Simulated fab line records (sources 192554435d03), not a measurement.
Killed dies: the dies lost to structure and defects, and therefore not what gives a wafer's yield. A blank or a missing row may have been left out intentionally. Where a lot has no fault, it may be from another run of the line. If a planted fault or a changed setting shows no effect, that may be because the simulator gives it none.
fab line records	flow n5-finfet
[record] lots = 6	wafers = 18	last-day = 17
route steps=1938 shown BEOL_M11@1542
lots that met no fault: from a run of the same line without faults
start-h: hours from the record's first day to the start of the lot's first wafer shown	wait-h: hours elapsed since this lot's preceding step	" unchanged from the row above	L1.1+2: one row covering several wafers at once	- no value present, or no start provided	* or withheld: withheld	< > ~ a bound
route shown NAME@n: NAME is a module with steps in the file, n the number in the route of the first one	usual: the fault-free wafers' mean and standard deviation	same: alike in all rows	chamber/n: place in a boat	sites: readings site by site	_std_site: standard deviation of those values	_edge_site: inner sites' mean taken away from outer sites' mean	radius-mm: for every site, how far away it sits from the centre of the wafer	mask NAME#n: copy n	behind: the tool/chamber that last shaped the wafer	hold: why the lot was held/for how many hours/how that ended	device: whichever transistor did not switch (one of n, p or np)	end of line: the same wafers' tests at the end of the route	step lacking rows: just its recipe	killed: dies that structure and defects cost at the first sort, which is not the same as the wafer's yield	map: per-die view of a wafer (x killed, . not killed, _ where there is no die)
set.NAME: the run value of the setting; set.NAME@STEP: its run value at that earlier step	model.NAME: the simulator's own value behind a step, which no gauge read
lots at some steps of the route; a table a step, a row a wafer
services: the hour from which a tool's chamber was out of use, counted from the record's first day as start-h (under 0 if before that day), plus the number of hours and why
[[steps]]
[step N5_BEOL_M11_COAT_60]
[recipe] resist = SiARC	temp-c = 220	time-s = 60	spin-rpm = 1500	resist-thk-nm = 30
[step N5_BEOL_M11_COAT_05]
[recipe] resist = CAR-ArF	spin-rpm = 1500	resist-thk-nm = 90
[step N5_BEOL_M11_EBR_07]
[recipe] solvent = PGMEA	ebr-width-mm = 1.5
[step N5_BEOL_M11_SOFTBAKE_06]
[recipe] temp-c = 110	time-s = 60	resist = CAR-ArF
[step N5_BEOL_M11_EXPOSE_08]
[recipe] mask-id = M11	na = 1.35	source-shape = dipole	sigma-inner = 0.411	sigma-outer = 0.611	polarization = te	dose-mj = 53.75
[step N5_BEOL_M11_PEB_09]
[recipe] peb-temp-c = withheld	peb-time-s = 60	resist = CAR-ArF
[step N5_BEOL_M11_DEVELOP_10]
[recipe] develop-time-s = 30	developer = TMAH	resist = CAR-ArF	rinse-liquid = diw	dry = air-spin	dev-temp-c = 23
[step N5_BEOL_M11_CD_MEAS_11]
[recipe] target-cd-nm = 64.1	landing-energy-ev = 500	detector = se-inlens	polarity = opening
[usual] cd-nm = 64.0/0.51
lot.wafer	tool	chamber	start-h	wait-h	cd-nm
L437.2	cd-sem-01	0	234.96	-	63.6
L437.4	"	0	"	"	64.1
L437.5	"	0	"	"	63.2
L436.1	cd-sem-01	0	238.21	-	63.4
L436.3	"	0	"	"	63.7
L436.4	"	0	"	"	64.2
L438.3	cd-sem-03	0	252.18	-	64.7
L438.5	"	0	"	"	64.3
L438.6	"	0	"	"	64.0
L445.3	cd-sem-01	0	291.06	-	63.6
L445.4	"	0	"	"	63.8
L445.5	"	0	"	"	63.6
L453.2	cd-sem-01	0	351.51	-	63.4
L453.4	"	0	"	"	64.0
L453.6	"	0	"	"	63.1
L452.2	cd-sem-01	0	354.10	-	63.5
L452.4	"	0	"	"	62.9
L452.6	"	0	"	"	63.1
[step N5_BEOL_M11_OVL_MEAS_12]
[recipe] points-per-wafer = 44
[usual] M11_OVL = 0.5/0.82
lot.wafer	tool	chamber	start-h	wait-h	M11_OVL[nm]
L437.2	overlay-02	0	234.98	0.0	1.3
L437.4	"	0	"	"	1.6
L437.5	"	0	"	"	0.6
L436.1	overlay-01	0	238.24	0.0	1.0
L436.3	"	0	"	"	0.3
L436.4	"	0	"	"	1.4
L438.3	overlay-01	0	252.21	0.0	0.3
L438.5	"	0	"	"	1.7
L438.6	"	0	"	"	2.0
L445.3	overlay-01	0	291.09	0.0	0.7
L445.4	"	0	"	"	1.8
L445.5	"	0	"	"	0.6
L453.2	overlay-02	0	351.53	0.0	0.6
L453.4	"	0	"	"	1.4
L453.6	"	0	"	"	0.9
L452.2	overlay-01	0	354.13	0.0	-0.4
L452.4	"	0	"	"	-1.0
L452.6	"	0	"	"	0.0
[step N5_BEOL_M11_INSPECT_13]
[recipe] mode = adi	inspect-instrument = brightfield
[usual] raw-defect-count = 398/86
lot.wafer	tool	chamber	start-h	wait-h	raw-defect-count
L437.2	defect-inspect-02	-	235.01	0.0	532
L437.4	"	-	"	"	504
L437.5	"	-	"	"	426
L436.1	defect-inspect-01	-	238.27	0.0	338
L436.3	"	-	"	"	438
L436.4	"	-	"	"	285
L438.3	defect-inspect-01	-	252.23	0.0	353
L438.5	"	-	"	"	348
L438.6	"	-	"	"	289
L445.3	defect-inspect-01	-	291.12	0.0	398
L445.4	"	-	"	"	609
L445.5	"	-	"	"	561
L453.2	defect-inspect-02	-	351.56	0.0	310
L453.4	"	-	"	"	457
L453.6	"	-	"	"	332
L452.2	defect-inspect-01	-	354.15	0.0	402
L452.4	"	-	"	"	372
L452.6	"	-	"	"	322
[step N5_BEOL_M11_DESCUM_16]
[recipe] chemistry = O2	time-s = 7.9	source-power-w = 50	bias-power-w = 20	pressure-mtorr = 20	rf-frequency-hz = 2.712e+07	temp-c = 40	resist = CAR-ArF	o2-flow-sccm = 225
[usual] drypump-motor-current-A = 5.8/0.46	o2-flow-sccm = 225.0/0.74	oes-product-au = 0.79/0.096	rf-vpp-V = 243.5/1.4	showerhead-plenum-p-Torr = 2.12/0.084	throttle-valve-pct = 20.53/0.19
lot.wafer	tool	chamber	start-h	wait-h	drypump-motor-current-A	o2-flow-sccm	oes-product-au	rf-hours-counter-h	rf-vpp-V	showerhead-plenum-p-Torr	throttle-valve-pct
L437.2	rie-diel-06	1	235.24	0.2	5.4	227.1	0.69	224	243.2	2.06	20.59
L437.4	"	0	"	"	4.9	224.5	0.86	-	244.8	2.12	20.47
L437.5	"	3	"	"	5.6	225.1	0.69	-	244.7	2.15	20.76
L436.1	rie-diel-02	2	238.49	0.2	5.3	226.7	0.74	155	245.5	2.18	20.62
L436.3	"	3	"	"	6.3	226.1	0.90	20	245.2	2.24	20.21
L436.4	"	0	"	"	6.2	225.7	0.71	198	241.4	1.99	20.60
L438.3	rie-diel-06	1	252.26	0.0	5.3	226.7	0.68	227	242.9	2.06	20.59
L438.5	"	2	"	"	5.9	224.8	0.98	-	243.5	2.14	20.31
L438.6	"	3	"	"	5.7	224.5	0.68	-	244.7	2.14	20.77
L445.3	rie-diel-02	2	291.26	0.1	5.3	224.6	0.73	171	245.5	2.18	20.64
L445.4	"	1	"	"	5.5	224.8	0.72	224	243.0	2.16	20.37
L445.5	"	3	"	"	6.2	224.4	0.89	-	245.3	2.23	20.21
L453.2	rie-diel-05	2	351.59	0.0	6.1	224.1	0.95	8	243.7	2.14	20.19
L453.4	"	3	"	"	6.6	224.2	0.71	229	244.1	2.15	20.89
L453.6	"	1	"	"	6.2	225.2	0.75	-	240.8	1.91	20.66
L452.2	rie-diel-06	1	354.18	0.0	5.4	226.3	0.97	3	241.7	2.05	20.26
L452.4	"	3	"	"	5.6	225.2	0.94	-	245.3	2.13	20.48
L452.6	"	2	"	"	5.9	224.9	0.91	-	244.0	2.13	20.35
[step N5_BEOL_M11_ETCH_61]
[recipe] chemistry = CF4	target = SiARC	target-depth-a = 390	mask-material = CAR-ArF	time-s = 65	ion-energy-ev = 80	pressure-mtorr = 40	source-w = 545	bias-w = 36	Ar_flow_sccm = 100	cf4-flow-sccm = 100	ends = cleared
[usual] bias-w = 35.99/0.096	cf4-flow-sccm = 100.0/0.32	drypump-motor-current-A = 5.8/0.46	etch-rf-on-time-s = 65.0/0.87	oes-product-au = 0.67/0.082	rf-vpp-V = 184.3/1.3	showerhead-plenum-p-Torr = 2.16/0.081	throttle-valve-pct = 15.72/0.22
lot.wafer	tool	chamber	start-h	wait-h	bias-w	cf4-flow-sccm	drypump-motor-current-A	etch-rf-on-time-s	oes-product-au	rf-hours-counter-h	rf-vpp-V	showerhead-plenum-p-Torr	throttle-valve-pct
L437.2	rie-diel-06	1	235.27	0.0	36.16	100.0	5.4	65.8	0.59	224	183.4	2.12	15.87
L437.4	"	0	"	"	36.15	100.0	5.0	65.5	0.73	-	184.0	2.17	15.61
L437.5	"	3	"	"	35.96	100.4	5.7	64.9	0.59	-	183.5	2.20	16.04
L436.1	rie-diel-02	2	238.53	0.0	36.04	100.5	5.3	65.8	0.63	155	184.9	2.23	15.79
L436.3	"	3	"	"	36.12	99.9	6.2	64.3	0.78	20	186.4	2.28	15.32
L436.4	"	0	"	"	35.78	99.4	6.1	64.9	0.61	198	182.6	2.04	15.85
L438.3	rie-diel-06	1	252.30	0.0	35.91	100.0	5.4	66.6	0.59	227	184.8	2.12	15.89
L438.5	"	2	"	"	35.90	99.5	5.9	63.9	0.84	-	184.9	2.19	15.39
L438.6	"	3	"	"	35.81	100.3	5.7	65.6	0.59	-	183.9	2.20	16.05
L445.3	rie-diel-02	2	291.29	0.0	36.01	100.3	5.3	66.0	0.62	171	185.0	2.22	15.82
L445.4	"	1	"	"	35.92	99.7	5.5	65.5	0.61	224	182.6	2.20	15.61
L445.5	"	3	"	"	36.10	100.0	6.2	64.6	0.74	-	186.6	2.28	15.35
L453.2	rie-diel-05	2	351.63	0.0	35.96	99.9	6.1	63.9	0.80	8	182.8	2.19	15.31
L453.4	"	3	"	"	35.95	100.2	6.6	66.0	0.60	229	185.3	2.20	16.14
L453.6	"	1	"	"	35.89	100.0	6.2	64.8	0.63	-	182.4	1.97	15.86
L452.2	rie-diel-06	1	354.22	0.0	35.97	99.4	5.4	64.9	0.83	3	183.4	2.11	15.44
L452.4	"	3	"	"	35.93	99.9	5.6	63.7	0.82	-	184.9	2.19	15.60
L452.6	"	2	"	"	35.85	100.1	5.9	63.8	0.77	-	185.0	2.18	15.45
[step N5_BEOL_M11_ETCH_62]
[recipe] chemistry = N2/H2	target = SOC	target-depth-a = 1100	overetch-a = 220	mask-material = SiARC	temp-c = 40	time-s = 165	ion-energy-ev = 200	pressure-mtorr = 30	source-w = 840	bias-w = 150	n2-flow-sccm = 200	h2-flow-sccm = 200
[usual] bias-w = 150.0/0.47	chamber-pressure-mTorr = 30.001/0.026	drypump-motor-current-A = 5.8/0.46	h2-flow-sccm = 200.0/0.58	n2-flow-sccm = 200.0/0.61	oes-product-au = 0.67/0.078	rf-vpp-V = 524.7/2.8	showerhead-plenum-p-Torr = 2.57/0.099	throttle-valve-pct = 17.97/0.22
lot.wafer	tool	chamber	start-h	wait-h	bias-w	chamber-pressure-mTorr	drypump-motor-current-A	h2-flow-sccm	n2-flow-sccm	oes-product-au	rf-hours-counter-h	rf-vpp-V	showerhead-plenum-p-Torr	throttle-valve-pct	model.CAR-ArF_of_BEOL_M11_COAT_05.thk-nm	model.SiARC_of_BEOL_M11_COAT_60.thk-nm
L437.2	rie-diel-06	1	235.32	0.0	150.5	29.988	5.3	199.4	199.8	0.59	224	523.3	2.50	17.98	0	23.6
L437.4	"	0	"	"	150.2	30.013	4.9	199.4	200.8	0.74	-	525.5	2.59	18.04	0	23.6
L437.5	"	3	"	"	150.3	30.006	5.6	200.3	200.2	0.59	-	525.7	2.62	18.32	0	23.8
L436.1	rie-diel-02	2	238.58	0.0	-	-	-	-	-	-	-	-	-	-	56.4	30
L436.3	"	3	"	"	-	-	-	-	-	-	-	-	-	-	56	29.8
L436.4	"	0	"	"	-	-	-	-	-	-	-	-	-	-	56	30
L438.3	rie-diel-06	1	252.35	0.0	-	-	-	-	-	-	-	-	-	-	55.6	30.2
L438.5	"	2	"	"	-	-	-	-	-	-	-	-	-	-	55.8	30
L438.6	"	3	"	"	-	-	-	-	-	-	-	-	-	-	55.8	30
L445.3	rie-diel-02	2	291.34	0.0	149.7	30.016	5.3	199.6	199.2	0.62	171	527.1	2.64	18.00	0	23.6
L445.4	"	1	"	"	149.7	29.975	5.5	200.3	201.1	0.61	224	525.1	2.62	17.92	0	23.4
L445.5	"	3	"	"	150.5	30.039	6.2	199.8	199.7	0.75	-	527.5	2.69	17.52	0	23.4
L453.2	rie-diel-05	2	351.68	0.0	149.7	30.017	6.1	200.2	198.9	0.79	8	526.5	2.61	17.57	0	23.4
L453.4	"	3	"	"	150.2	29.962	6.6	200.0	199.4	0.61	229	526.6	2.60	18.37	0	23.6
L453.6	"	1	"	"	149.8	30.014	6.2	201.2	200.9	0.62	-	518.6	2.33	18.12	0	23.2
L452.2	rie-diel-06	1	354.27	0.0	149.6	29.998	5.4	198.6	199.7	0.82	3	522.9	2.49	17.62	0	23.6
L452.4	"	3	"	"	150.6	30.046	5.7	199.6	199.6	0.81	-	524.2	2.60	17.97	0	23.6
L452.6	"	2	"	"	150.1	29.996	5.9	200.9	199.7	0.76	-	524.6	2.60	17.78	0	23.4
[step N5_BEOL_M11_STRIP_68]
[recipe] chemistry = N2/H2	temp-c = 40	n2-flow-sccm = 200	h2-flow-sccm = 200	rf-frequency-hz = 6e+07
[step N5_BEOL_M11_STRIP_67]
[recipe] chemistry = CF4	resist = SiARC	power-w = 300	bias-power-w = 75	pressure-mtorr = 50	cf4-flow-sccm = 150	rf-frequency-hz = 6e+07
[usual] drypump-motor-current-A = 5.8/0.47	oes-product-au = 0.79/0.093	rf-vpp-V = 271.4/1.6	showerhead-plenum-p-Torr = 1.81/0.068	throttle-valve-pct = 13.69/0.24
lot.wafer	tool	chamber	start-h	wait-h	drypump-motor-current-A	oes-product-au	rf-hours-counter-h	rf-vpp-V	showerhead-plenum-p-Torr	throttle-valve-pct
L437.2	rie-diel-06	1	235.47	0.0	5.4	0.70	224	271.0	1.77	13.86
L437.4	"	0	"	"	4.9	0.85	-	273.0	1.82	13.52
L437.5	"	3	"	"	5.6	0.70	-	270.2	1.84	14.00
L436.1	rie-diel-02	2	238.73	0.0	5.3	0.75	155	271.5	1.87	13.77
L436.3	"	3	"	"	6.2	0.91	20	275.0	1.91	13.25
L436.4	"	0	"	"	6.2	0.71	198	268.9	1.72	13.86
L438.3	rie-diel-06	1	252.49	0.0	5.4	0.70	227	271.8	1.77	13.87
L438.5	"	2	"	"	5.9	0.98	-	271.7	1.84	13.32
L438.6	"	3	"	"	5.7	0.69	-	271.6	1.84	14.01
L445.3	rie-diel-02	2	291.49	0.0	5.3	0.74	171	273.1	1.86	13.83
L445.4	"	1	"	"	5.5	0.72	224	270.4	1.84	13.58
L445.5	"	3	"	"	6.2	0.88	-	272.3	1.91	13.31
L453.2	rie-diel-05	2	351.82	0.0	6.1	0.93	8	271.9	1.84	13.29
L453.4	"	3	"	"	6.5	0.72	229	272.9	1.84	14.11
L453.6	"	1	"	"	6.2	0.74	-	268.0	1.64	13.81
L452.2	rie-diel-06	1	354.41	0.0	5.3	0.98	3	270.3	1.77	13.37
L452.4	"	3	"	"	5.7	0.95	-	271.3	1.83	13.52
L452.6	"	2	"	"	5.9	0.90	-	271.0	1.83	13.41
[step N5_BEOL_M11_HM_OPEN_17]
[recipe] chemistry = Cl2/BCl3	target-depth-a = 200	overetch-a = 60	target = TiN	mask-material = SOC	ion-energy-ev = 150	pressure-mtorr = 10	icp-w = 1000	bias-w = 126	Cl2_flow_sccm = 53.25	bcl3-flow-sccm = 21.75	Ar_flow_sccm = 25
[usual] drypump-motor-current-A = 5.8/0.57	mfc-cl2-sccm = 53.25/0.17	oes-product-au = 0.64/0.089	throttle-valve-pct = 22.14/0.096
lot.wafer	tool	chamber	start-h	wait-h	drypump-motor-current-A	mfc-cl2-sccm	oes-product-au	rf-hours-counter-h	throttle-valve-pct
L437.2	rie-metal-03	1	235.54	0.1	5.0	53.28	0.56	-	22.20
L437.4	"	1	"	"	5.0	53.42	0.56	-	22.20
L437.5	"	1	"	"	4.9	53.13	0.56	-	22.21
L436.1	rie-metal-01	0	238.77	0.0	5.3	53.33	0.31	23	22.85
L436.3	"	0	"	"	5.3	53.36	0.30	-	22.87
L436.4	"	1	"	"	5.8	53.38	0.24	-	22.89
L438.3	rie-metal-02	1	252.57	0.1	6.1	53.42	0.26	-	22.67
L438.5	"	0	"	"	6.5	53.12	0.28	-	22.73
L438.6	"	1	"	"	6.1	53.43	0.26	-	22.66
L445.3	rie-metal-02	0	291.56	0.1	6.6	53.36	0.63	-	22.09
L445.4	"	1	"	"	6.1	53.50	0.60	-	22.02
L445.5	"	0	"	"	6.5	53.35	0.63	-	22.08
L453.2	rie-metal-02	1	351.86	0.0	6.1	53.07	0.58	76	22.05
L453.4	"	0	"	"	6.5	53.27	0.62	-	22.11
L453.6	"	1	"	"	6.1	52.92	0.58	-	22.05
L452.2	rie-metal-02	1	354.45	0.0	6.1	53.49	0.58	76	22.05
L452.4	"	0	"	"	6.6	53.11	0.62	-	22.12
L452.6	"	1	"	"	6.1	53.60	0.59	-	22.04
[step N5_BEOL_M11_STRIP_19]
[recipe] chemistry = O2	power-w = 400	temp-c = 40	pressure-mtorr = 30	rf-frequency-hz = 6e+07	bias-power-w = 0	overash-fraction = 0.2	o2-flow-sccm = 225
[usual] drypump-motor-current-A = 5.8/0.46	o2-flow-sccm = 225.1/0.7	oes-product-au = 0.80/0.1	rf-vpp-V = 3.6/0.58	showerhead-plenum-p-Torr = 2.11/0.085	throttle-valve-pct = 16.76/0.21
lot.wafer	tool	chamber	start-h	wait-h	drypump-motor-current-A	o2-flow-sccm	oes-product-au	rf-hours-counter-h	rf-vpp-V	showerhead-plenum-p-Torr	throttle-valve-pct
L437.2	rie-diel-05	3	235.71	0.1	6.6	225.6	0.73	191	4.0	2.16	17.09
L437.4	"	1	"	"	6.3	225.4	0.77	136	3.5	1.93	16.84
L437.5	"	2	"	"	6.1	224.7	0.71	-	3.6	2.15	16.81
L436.1	rie-diel-02	1	238.99	0.2	5.5	224.9	0.73	209	3.5	2.16	16.63
L436.3	"	3	"	"	6.2	225.4	0.90	21	3.7	2.24	16.38
L436.4	"	2	"	"	5.3	224.6	0.74	155	4.0	2.19	16.86
L438.3	rie-diel-02	2	252.65	0.1	5.3	224.5	0.74	158	3.7	2.19	16.88
L438.5	"	3	"	"	6.2	226.0	0.90	-	2.9	2.24	16.39
L438.6	"	2	"	"	5.3	224.9	0.75	-	2.9	2.19	16.88
L445.3	rie-diel-05	0	291.64	0.1	5.5	224.7	0.72	203	4.1	2.17	16.87
L445.4	"	0	"	"	5.5	225.2	0.72	-	3.6	2.17	16.82
L445.5	"	1	"	"	6.2	225.2	0.76	-	4.6	1.93	16.91
L453.2	rie-diel-06	3	351.98	0.1	5.6	225.1	0.95	15	2.9	2.14	16.65
L453.4	"	2	"	"	5.9	225.3	0.91	-	4.0	2.14	16.53
L453.6	"	1	"	"	5.4	224.4	0.97	-	3.6	2.06	16.47
L452.2	rie-diel-05	0	354.57	0.1	5.5	225.8	0.70	226	3.4	2.16	16.88
L452.4	"	3	"	"	6.6	224.9	0.70	230	3.8	2.15	17.18
L452.6	"	2	"	"	6.0	224.9	0.94	-	2.8	2.14	16.39
[step N5_BEOL_M11_CD_MEAS_18]
[recipe] pitch-nm = 140	target-cd-nm = 70
[usual] cd-nm = 69.8/0.51
lot.wafer	tool	chamber	start-h	wait-h	cd-nm
L437.2	cd-sem-01	-	235.78	0.1	69.6
L437.4	"	-	"	"	70.4
L437.5	"	-	"	"	69.6
L436.1	cd-sem-01	-	239.06	0.0	-
L436.3	"	-	"	"	-
L436.4	"	-	"	"	-
L438.3	cd-sem-01	-	252.72	0.1	-
L438.5	"	-	"	"	-
L438.6	"	-	"	"	-
L445.3	cd-sem-01	-	291.71	0.1	68.6
L445.4	"	-	"	"	69.3
L445.5	"	-	"	"	69.0
L453.2	cd-sem-02	-	352.05	0.1	69.4
L453.4	"	-	"	"	69.8
L453.6	"	-	"	"	69.5
L452.2	cd-sem-03	-	354.64	0.1	68.7
L452.4	"	-	"	"	69.3
L452.6	"	-	"	"	69.3
[step N5_BEOL_M11_COAT_63]
[recipe] resist = SOC	temp-c = 250	time-s = 60	spin-rpm = 1500	resist-thk-nm = 100
[[services]]
tool	chamber	start-h	hours	kind
rie-diel-06	2	212.43	-	clean
rie-diel-06	2	212.43	-	consumable-replace:focus-ring
rie-diel-06	2	212.43	23.1	scheduled-down
rie-diel-06	2	212.43	23.1	vent-cycle
rie-metal-03	0	216.99	-	clean
rie-metal-02	-	234.31	0.4	repair
rie-metal-01	0	255.06	3.6	repair
rie-diel-02	3	265.75	4.8	repair
rie-diel-06	3	283.42	-	clean
rie-diel-06	3	283.42	-	consumable-replace:focus-ring
rie-diel-06	3	283.42	15.8	scheduled-down
rie-diel-06	3	283.42	15.8	vent-cycle
rie-diel-05	2	290.86	-	clean
rie-diel-05	2	290.86	-	consumable-replace:focus-ring
rie-diel-05	2	290.86	36.0	scheduled-down
rie-diel-05	2	290.86	36.0	vent-cycle
rie-metal-03	-	293.92	3.5	repair
rie-diel-06	0	294.17	6.8	repair
rie-metal-02	1	295.89	2.2	repair
rie-diel-02	2	312.93	29.5	repair
rie-diel-06	1	331.18	-	clean
rie-diel-06	1	331.18	-	consumable-replace:focus-ring
rie-diel-06	1	331.18	13.8	scheduled-down
rie-diel-06	1	331.18	13.8	vent-cycle
[[key]]
[first-sign] step = N5_BEOL_M11_ETCH_62	reading = tool-record	direction = missing
[effect] step = N5_BEOL_M11_HM_OPEN_17	reading = oes-product-au	direction = down	sigmas = 4	usual = 0.64	struck = 0.28
[effect] step = N5_BEOL_M11_CD_MEAS_18	reading = cd-nm	direction = missing
[model-effect] step = N5_BEOL_M11_ETCH_62	value = CAR-ArF_of_BEOL_M11_COAT_05.thk-nm	without = 0	struck = 55.93
met-at N5_BEOL_M11_ETCH_62
struck-wafers L436.1,L436.3,L436.4,L438.3,L438.5,L438.6
later-rows-left-out L436.1,L436.3,L436.4,L438.3,L438.5,L438.6
sort-left-out L436.1,L436.3,L436.4,L438.3,L438.5,L438.6
onset-between 235.32 238.58
[fault] kind = skipped-step-whole	tool = rie-diel-02,rie-diel-06	chamber = -	onset-h = 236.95	steps = N5_BEOL_M11_ETCH_62	scope = struck-lots-only
// sort-left-out: the simulated sort isn't trusted on such a fault, so these wafers' sort isn't shown, and their yield isn't known
// later-rows-left-out: the simulator's readings of these wafers behind a module that went badly wrong aren't trusted and aren't shown, but for the sort
